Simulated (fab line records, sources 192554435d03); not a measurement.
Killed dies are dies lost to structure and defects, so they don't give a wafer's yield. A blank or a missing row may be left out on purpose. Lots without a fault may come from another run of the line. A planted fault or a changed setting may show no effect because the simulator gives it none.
fab line records | flow n5_finfet
record lots=9 wafers=26 last_day=18
route steps=1938 shown BEOL_M4@1045 PASSIVATION@1936
lots that met no fault: from a run of the same line without faults
start_h: hours from the record's first day to the start of the lot's first wafer shown | wait_h: hours since the lot's step before | " the same as in the row above | L1.1+2: a row that stands for several wafers | - no value, or no start given | * or withheld: withheld | < > ~ a bound
route shown NAME@n: a module of which the file shows steps, and the number in the route of the first | usual: mean/standard deviation of fault-free wafers | same: alike in all rows | chamber/n: place in a boat | sites: the reading at each site | _std_site: their standard deviation | _edge_site: outer sites' mean less inner sites' | radius_mm: how far each site lies from the wafer's centre | mask NAME#n: copy n | behind: the tool/chamber that last shaped the wafer | hold: why the lot was held/for how many hours/how that ended | device: the transistor (n, p or np) that didn't switch | end of line: the same wafers' tests at the end of the route | a step without rows: its recipe alone | killed: dies lost to structure and defects at the first sort, not the wafer's yield | map: a wafer's dies, x killed, . not, _ none there
set.NAME: the setting as run; set.NAME@STEP: as run at that earlier step | model.NAME: the simulator's own value behind a step, which no gauge read
steps of the route over a sample of lots; a table a step, a row a wafer
services: from which hour (start_h, from the record's first day; less than 0 if before it) a tool's chamber was out of use, for how many hours, and why
## steps
# step N5_BEOL_M4_STRIP_19
# recipe chemistry=O2 power_w=400 temp_c=40 pressure_mtorr=30 rf_frequency_hz=6e+07 bias_power_w=0 overash_fraction=0.2 o2_flow_sccm=225
# usual chamber_pressure_mTorr=29.999/0.027 drypump_motor_current_A=5.5/0.45 o2_flow_sccm=225.0/0.68 oes_product_au=0.78/0.063 rf_vpp_V=3.7/0.47 showerhead_plenum_p_Torr=2.10/0.072 throttle_valve_pct=16.66/0.17
# columns lot.wafer tool chamber start_h wait_h chamber_pressure_mTorr drypump_motor_current_A o2_flow_sccm oes_product_au rf_hours_counter_h rf_vpp_V showerhead_plenum_p_Torr throttle_valve_pct
L154.2 rie_diel-04 1 166.93 0.1 30.022 5.8 224.2 0.78 128 3.7 2.13 16.74
L154.3 " 3 " " 29.984 5.7 225.6 0.70 191 3.8 2.17 16.69
L154.5 " 2 " " 29.981 4.7 225.6 0.93 - 3.9 2.13 16.58
L158.1 rie_diel-01 0 181.87 0.1 30.028 6.2 225.2 0.76 128 4.0 2.04 16.90
L158.4 " 2 " " 29.978 5.7 225.0 0.81 92 3.6 2.12 16.56
L164.4 rie_diel-04 2 234.32 0.1 29.988 4.8 225.7 0.88 - 4.3 2.12 16.64
L164.5 " 3 " " 30.012 5.7 224.5 0.70 - 3.7 2.16 16.75
L164.6 " 0 " " 29.979 5.5 222.6 0.96 - 3.9 2.25 16.39
L165.3 rie_diel-02 3 242.42 0.1 30.017 4.9 225.9 0.84 68 3.1 2.16 16.85
L165.4 " 0 " " 29.996 6.2 225.7 0.78 145 3.7 1.99 16.64
L165.5 " 2 " " 29.976 5.8 224.2 0.77 - 4.8 2.16 16.42
L167.3 rie_diel-01 1 251.32 0.1 30.001 5.8 224.7 0.77 121 3.7 2.02 16.52
L167.4 " 0 " " 29.995 6.3 223.8 0.75 150 3.8 2.03 16.92
L167.6 " 3 " " 30.012 5.4 224.3 0.73 - 3.7 2.02 16.91
L169.1 rie_diel-01 2 258.06 0.2 30.013 5.6 226.3 0.77 117 2.9 2.11 16.61
L169.2 " 3 " " 30.015 5.4 225.2 0.73 158 3.8 2.02 16.91
L169.6 " 1 " " 29.991 5.8 224.0 0.77 - 3.3 2.02 16.53
L171.4 rie_diel-01 3 273.78 0.1 29.912 5.4 224.5 0.72 163 3.1 2.01 16.93
L171.5 " 0 " " 29.996 6.2 225.9 0.73 - 3.1 2.02 16.98
L171.6 " 1 " " 30.044 5.8 224.8 0.76 - 4.2 2.02 16.53
L173.1 rie_diel-01 1 287.19 0.1 30.024 5.7 225.0 0.75 134 3.9 2.02 16.55
L173.2 " 3 " " 29.956 5.4 224.4 0.71 169 2.7 2.01 16.94
L173.5 " 0 " " 30.017 6.3 225.2 0.72 - 3.7 2.02 16.96
L175.4 rie_diel-02 2 300.14 0.1 29.962 5.8 225.4 0.74 144 3.4 2.15 16.46
L175.5 " 3 " " 30.000 4.9 224.9 0.80 - 3.4 2.15 16.92
L175.6 " 2 " " 29.960 5.8 225.2 0.74 - 3.5 2.15 16.46
# step N5_BEOL_M4_INSPECT_30
# recipe mode=adi inspect_instrument=brightfield
# usual raw_defect_count=426/100
# columns lot.wafer tool chamber start_h wait_h raw_defect_count
L154.2 defect_inspect-02 - 167.40 0.0 504
L154.3 " - " " 382
L154.5 " - " " 306
L158.1 defect_inspect-01 - 182.36 0.1 349
L158.4 " - " " 382
L164.4 defect_inspect-02 - 234.90 0.0 334
L164.5 " - " " 403
L164.6 " - " " 322
L165.3 defect_inspect-01 - 242.91 0.0 361
L165.4 " - " " 356
L165.5 " - " " 333
L167.3 defect_inspect-01 - 251.80 0.0 267
L167.4 " - " " 372
L167.6 " - " " 294
L169.1 defect_inspect-01 - 258.66 0.1 332
L169.2 " - " " 350
L169.6 " - " " 321
L171.4 defect_inspect-01 - 274.38 0.0 490
L171.5 " - " " 643
L171.6 " - " " 431
L173.1 defect_inspect-01 - 287.67 0.1 385
L173.2 " - " " 546
L173.5 " - " " 455
L175.4 defect_inspect-01 - 300.74 0.0 380
L175.5 " - " " 373
L175.6 " - " " 374
# step N5_BEOL_M4_TRENCH_ETCH_37
# recipe chemistry=C4F6/O2 target_depth_a=555.55 target=SiOC time_s=29.2 ion_energy_ev=250 pressure_mtorr=30 source_w=355 bias_w=185 Ar_flow_sccm=300 C4F6_flow_sccm=10 O2_flow_sccm=10
# usual C4F6_flow_sccm=10.000/0.03 chamber_pressure_mTorr=29.997/0.028 drypump_motor_current_A=5.6/0.45 oes_product_au=0.78/0.067 rf_vpp_V=664/24 run_length_s=52.3/0.47 showerhead_plenum_p_Torr=2.84/0.1 throttle_valve_pct=20.85/0.19
# columns lot.wafer tool chamber start_h wait_h C4F6_flow_sccm chamber_pressure_mTorr drypump_motor_current_A oes_product_au rf_hours_counter_h rf_vpp_V run_length_s showerhead_plenum_p_Torr throttle_valve_pct
L154.2 rie_diel-04 2 172.06 - 9.980 29.967 4.8 0.92 14 629 51.8 2.92 21.00
L154.3 " 1 " " 9.977 29.973 5.8 0.78 130 689 52.5 2.91 21.03
L154.5 " 2 " " 10.001 30.010 4.7 0.91 - 631 52.2 2.92 21.01
L158.1 rie_diel-04 1 193.23 - 9.998 30.006 5.8 0.77 137 689 52.4 2.90 21.03
L158.4 " 3 " " 9.964 30.006 5.7 0.71 201 664 52.8 2.93 20.77
L164.4 rie_diel-04 0 241.58 - 9.995 30.014 5.6 0.96 - 673 54.5 3.01 20.45
L164.5 " 2 " " 9.992 29.988 4.7 0.86 - 628 54.7 2.91 21.03
L164.6 " 3 " " 10.044 29.989 5.7 0.71 - 663 55.6 2.92 20.82
L165.3 rie_diel-04 3 246.58 - 10.021 29.981 5.6 0.70 223 665 54.9 2.92 20.83
L165.4 " 2 " " 9.956 29.940 4.7 0.86 - 628 54.7 2.91 21.05
L165.5 " 3 " " 10.013 30.008 5.6 0.70 - 664 54.8 2.92 20.81
L167.3 rie_diel-01 1 256.97 - 9.947 30.005 5.8 0.78 123 682 51.6 2.77 20.76
L167.4 " 2 " " 10.024 29.983 5.7 0.77 116 649 52.6 2.82 20.53
L167.6 " 1 " " 9.981 30.000 5.8 0.78 - 680 51.6 2.77 20.76
L169.1 rie_diel-01 1 261.68 - 10.020 29.972 5.8 0.78 125 682 51.5 2.77 20.77
L169.2 " 3 " " 9.941 30.034 5.5 0.74 159 696 52.8 2.75 21.14
L169.6 " 0 " " 9.972 30.013 6.2 0.75 - 627 52.7 2.71 20.91
L171.4 rie_diel-01 2 280.43 - 9.988 29.998 5.6 0.77 125 649 52.5 2.82 20.55
L171.5 " 0 " " 10.000 30.060 6.2 0.74 - 627 52.8 2.71 20.89
L171.6 " 1 " " 10.027 29.982 5.8 0.75 - 680 51.7 2.76 20.77
L173.1 rie_diel-02 2 289.06 - 9.967 30.030 5.8 0.73 139 647 52.1 3.00 21.01
L173.2 " 0 " " 10.018 29.974 6.1 0.77 160 699 52.1 2.70 20.84
L173.5 " 0 " " 10.035 29.987 6.1 0.76 - 698 52.6 2.70 20.83
L175.4 rie_diel-02 2 305.36 - 10.018 29.938 5.8 0.72 145 648 52.4 3.00 21.01
L175.5 " 2 " " 10.056 30.037 5.8 0.72 - 647 52.0 3.00 21.01
L175.6 " 3 " " 9.978 29.972 4.9 0.80 - 670 52.8 2.85 20.83
# step N5_BEOL_M4_OCD_MEAS_38
# usual trench_depth_nm=55.7/1.3
# columns lot.wafer tool chamber start_h wait_h trench_depth_nm
L154.2 ocd-02 - 172.21 - 56.2
L154.3 " - " " 54.7
L154.5 " - " " 56.0
L158.1 ocd-01 - 193.38 - 55.3
L158.4 " - " " 54.4
L164.4 ocd-02 - 241.72 - 63.6
L164.5 " - " " 60.8
L164.6 " - " " 60.8
L165.3 ocd-02 - 246.73 - 59.7
L165.4 " - " " 61.1
L165.5 " - " " 59.4
L167.3 ocd-01 - 257.12 - 55.2
L167.4 " - " " 54.4
L167.6 " - " " 55.2
L169.1 ocd-02 - 261.84 - 56.3
L169.2 " - " " 56.7
L169.6 " - " " 57.3
L171.4 ocd-01 - 280.60 - 55.6
L171.5 " - " " 57.3
L171.6 " - " " 55.2
L173.1 ocd-01 - 289.21 - 52.4
L173.2 " - " " 56.4
L173.5 " - " " 55.7
L175.4 ocd-02 - 305.51 - 52.3
L175.5 " - " " 52.4
L175.6 " - " " 55.6
# step N5_BEOL_M4_CD_MEAS_35
# recipe target_cd_nm=18 target_cd_y_nm=22.4 polarity=opening
# usual cd_nm=18.1/0.38
# columns lot.wafer tool chamber start_h wait_h cd_nm
L154.2 cd_sem-02 - 172.37 0.0 18.3
L154.3 " - " " 17.9
L154.5 " - " " 18.4
L158.1 cd_sem-03 - 193.54 0.0 18.7
L158.4 " - " " 18.8
L164.4 cd_sem-01 - 241.88 0.0 18.6
L164.5 " - " " 18.6
L164.6 " - " " 17.8
L165.3 cd_sem-03 - 246.88 0.0 18.4
L165.4 " - " " 18.6
L165.5 " - " " 18.2
L167.3 cd_sem-03 - 257.28 0.0 18.1
L167.4 " - " " 18.2
L167.6 " - " " 18.6
L169.1 cd_sem-03 - 261.99 0.0 18.3
L169.2 " - " " 18.4
L169.6 " - " " 17.8
L171.4 cd_sem-01 - 280.75 0.0 19.3
L171.5 " - " " 18.0
L171.6 " - " " 18.2
L173.1 cd_sem-01 - 289.38 0.0 18.7
L173.2 " - " " 18.0
L173.5 " - " " 17.6
L175.4 cd_sem-01 - 305.67 0.0 18.2
L175.5 " - " " 18.3
L175.6 " - " " 18.6
# step N5_BEOL_M4_THK_MEAS_53
# recipe thk_meas_gauge=xrf reads=Cu_of_BEOL_M4_ECD_50
# usual M4_THK=40.3/2.1
# columns lot.wafer tool chamber start_h wait_h M4_THK[nm]
L154.2 film_metro-02 - 175.70 - 40.9
L154.3 " - " " 39.9
L154.5 " - " " 39.8
L158.1 film_metro-01 - 197.16 - 37.7
L158.4 " - " " 38.3
L164.4 film_metro-01 - 245.48 - 48.8
L164.5 " - " " 43.3
L164.6 " - " " 46.3
L165.3 film_metro-02 - 250.48 - 45.3
L165.4 " - " " 46.0
L165.5 " - " " 43.9
L167.3 film_metro-01 - 262.04 - 41.7
L167.4 " - " " 42.0
L167.6 " - " " 38.3
L169.1 film_metro-02 - 265.49 - 41.5
L169.2 " - " " 42.6
L169.6 " - " " 43.2
L171.4 film_metro-02 - 284.50 - 39.6
L171.5 " - " " 42.0
L171.6 " - " " 42.5
L173.1 film_metro-01 - 293.62 - 34.2
L173.2 " - " " 41.3
L173.5 " - " " 37.8
L175.4 film_metro-01 - 309.28 - 39.3
L175.5 " - " " 38.2
L175.6 " - " " 41.9
# step N5_BEOL_M4_RC_MEAS_101
# usual DIBL_N=35.8/2.2 DIBL_P=35.3/2.7 IOFF_N=0.16/0.043 IOFF_P=0.21/0.043 ION_N=676/15 ION_P=463/9.1 SS_N=71.4/0.77 SS_P=73.0/0.79 VT_N=250/4 VT_P=-249.8/2.8
# columns lot.wafer tool chamber start_h wait_h DIBL_N[mV/V] DIBL_P[mV/V] IOFF_N[nA/um] IOFF_P[nA/um] ION_N[uA/um] ION_P[uA/um] SS_N[mV/dec] SS_P[mV/dec] VT_N[mV] VT_P[mV]
L154.2 prober-02 0 176.18 0.2 37.7 39.0 0.19 0.24 689 474 70.9 72.4 242 -246.0
L154.3 " 0 " " 40.3 41.7 0.25 0.30 708 481 71.5 73.9 240 -244.5
L154.5 " 0 " " 35.7 37.3 0.17 0.22 694 478 70.7 72.3 244 -247.6
L158.1 prober-02 0 197.47 0.0 35.9 35.7 0.13 0.19 645 447 71.4 73.9 255 -252.4
L158.4 " 0 " " 38.0 37.9 0.19 0.22 697 470 71.5 74.1 246 -249.1
L164.4 prober-02 0 246.25 0.5 31.4 29.7 0.10 0.14 662 460 70.6 71.3 255 -255.3
L164.5 " 0 " " 34.2 33.4 0.13 0.19 685 473 70.9 72.5 249 -249.2
L164.6 " 0 " " 33.4 31.2 0.13 0.15 679 461 70.2 72.0 252 -253.8
L165.3 prober-01 0 251.10 0.3 36.1 37.7 0.16 0.24 691 475 71.5 73.4 248 -245.8
L165.4 " 0 " " 35.0 34.5 0.13 0.19 675 465 71.2 72.5 253 -250.0
L165.5 " 0 " " 38.0 38.7 0.19 0.27 686 470 72.1 73.5 249 -247.0
L167.3 prober-01 0 262.66 0.3 40.6 39.8 0.27 0.30 704 478 72.7 75.1 240 -246.0
L167.4 " 0 " " 32.5 31.5 0.11 0.16 668 460 70.4 72.3 253 -252.3
L167.6 " 0 " " 39.4 38.9 0.24 0.28 703 475 71.9 74.9 244 -246.3
L169.1 prober-01 0 265.80 0.0 39.1 39.6 0.22 0.26 688 468 71.5 74.2 245 -250.3
L169.2 " 0 " " 34.7 33.9 0.14 0.19 677 466 71.0 72.7 251 -252.1
L169.6 " 0 " " 33.8 33.5 0.14 0.17 689 465 70.9 73.3 251 -254.2
L171.4 prober-02 0 285.28 0.5 35.7 35.0 0.15 0.20 693 480 71.4 73.5 251 -249.1
L171.5 " 0 " " 34.3 33.1 0.12 0.17 669 457 71.2 72.0 254 -251.4
L171.6 " 0 " " 36.9 35.8 0.16 0.21 680 464 71.9 73.0 250 -249.4
L173.1 prober-01 0 294.15 0.0 33.9 34.6 0.12 0.18 672 462 71.1 72.8 251 -249.1
L173.2 " 0 " " 36.2 37.2 0.16 0.22 685 471 72.0 73.3 247 -249.4
L173.5 " 0 " " 34.3 35.1 0.13 0.19 685 471 70.7 72.5 251 -250.4
L175.4 prober-02 0 310.06 0.5 33.6 33.1 0.12 0.17 673 463 70.5 72.1 251 -255.0
L175.5 " 0 " " 34.4 32.8 0.14 0.16 679 453 71.0 72.0 252 -253.8
L175.6 " 0 " " 37.1 36.3 0.17 0.21 673 449 72.3 73.5 250 -249.5
# step N5_PASSIVATION_PROBE_49
# usual defect_limited_yield=91.1/1.4 killed_at_M0_to_M3=34/11 killed_at_M4_up=14/5.6 killed_at_contacts=13/5.9 killed_at_front_end=40/11 killed_at_other=4/3.1 killed_dies=105/16 killed_open=68/11 killed_short=34/8.4 sort_bin_5_function=5.2/0.86 sort_bin_6_memory=3.2/0.7 sort_bin_8_speed=0.1/1.1 sort_n_pass=1074/21 sort_yield_pct=91.0/1.8
# same gross_dies=1180 killed_at_back_side=0 sort_bin_4_leakage[%]=0
# columns lot.wafer tool chamber start_h wait_h defect_limited_yield[%] killed_at_M0_to_M3 killed_at_M4_up killed_at_contacts killed_at_front_end killed_at_other killed_dies killed_open killed_short sort_bin_5_function[%] sort_bin_6_memory[%] sort_bin_8_speed[%] sort_n_pass sort_yield_pct[%]
L171.4 prober-01 - 402.88 0.2 93.5 24 15 14 24 0 77 49 27 4.3 2.0 0 1103 93.5
L171.5 prober-01 - 402.93 0.2 90.2 37 17 11 47 4 116 77 39 5.5 4.2 0 1064 90.2
L171.6 prober-01 - 402.98 0.3 89.5 21 28 15 55 5 124 79 39 6.2 3.4 0 1056 89.5
# killed by level:class
L171.4 MOL_CONTACT_COAG:geometric_particle:open=12 BEOL_M0_SAQP:geometric_particle:short=7 BEOL_M0_SAQP:geometric_particle:open=5 FIN_SAQP:geometric_particle:short=4 STI_FIN_REVEAL:geometric_particle:open=4 BEOL_M0:geometric_particle:open=4 BEOL_M4:geometric_particle:open=4 BEOL_M7:geometric_particle:open=4
L171.5 FIN_SAQP:geometric_particle:open=16 BEOL_M1:geometric_particle:open=15 MOL_CONTACT_COAG:geometric_particle:open=9 BEOL_M0_SAQP:geometric_particle:open=8 FIN_SAQP:geometric_particle:short=7 STI_FIN_REVEAL:geometric_particle:open=6 BEOL_M1:geometric_particle:short=6 BEOL_M4:geometric_particle:open=6
L171.6 BEOL_M4:geometric_particle:open=12 STI_FIN_REVEAL:geometric_particle:open=12 MOL_CONTACT_COAG:geometric_particle:open=11 FIN_SAQP:geometric_particle:open=9 FIN_SAQP:geometric_particle:short=9 BEOL_M5:geometric_particle:open=9 GATE_CUT:geometric_particle:short=6 HKMG_FIN:area_etch=6
## services
# columns tool chamber start_h hours kind
rie_diel-02 2 180.71 1.5 repair
rie_diel-02 3 182.82 5.4 repair
rie_diel-04 0 204.10 - clean
rie_diel-04 0 204.10 - consumable_replace:focus_ring
rie_diel-04 0 204.10 - consumable_replace:showerhead
rie_diel-04 0 204.10 12.5 scheduled_down
rie_diel-04 0 204.10 12.5 vent_cycle
rie_diel-01 - 205.96 2.7 repair
rie_diel-04 1 218.53 47.5 repair
rie_diel-02 2 251.79 2.0 repair
rie_diel-02 0 254.07 3.1 repair
rie_diel-04 1 304.65 10.7 repair
## key
first_sign step=N5_BEOL_M4_TRENCH_ETCH_37 reading=run_length_s direction=up sigmas=5.5 usual=* struck=*
effect step=N5_BEOL_M4_OCD_MEAS_38 reading=trench_depth_nm direction=up sigmas=4 usual=55.7 struck=60.9
effect step=N5_BEOL_M4_THK_MEAS_53 reading=M4_THK direction=up sigmas=2.6 usual=40.3 struck=45.6
met_at N5_BEOL_M4_TRENCH_ETCH_37
struck_lots L164,L165
not_acting_at N5_BEOL_M4_STRIP_19,N5_BEOL_M4_INSPECT_30,N5_BEOL_M4_CD_MEAS_35
onset_between 193.23 241.58
fault kind=process_parameter_drift tool=rie_diel-04 chamber=- onset_h=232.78 steps=N5_BEOL_M4_TRENCH_ETCH_37 channel=time_s offset=* shape=step acts_in=* stated=*
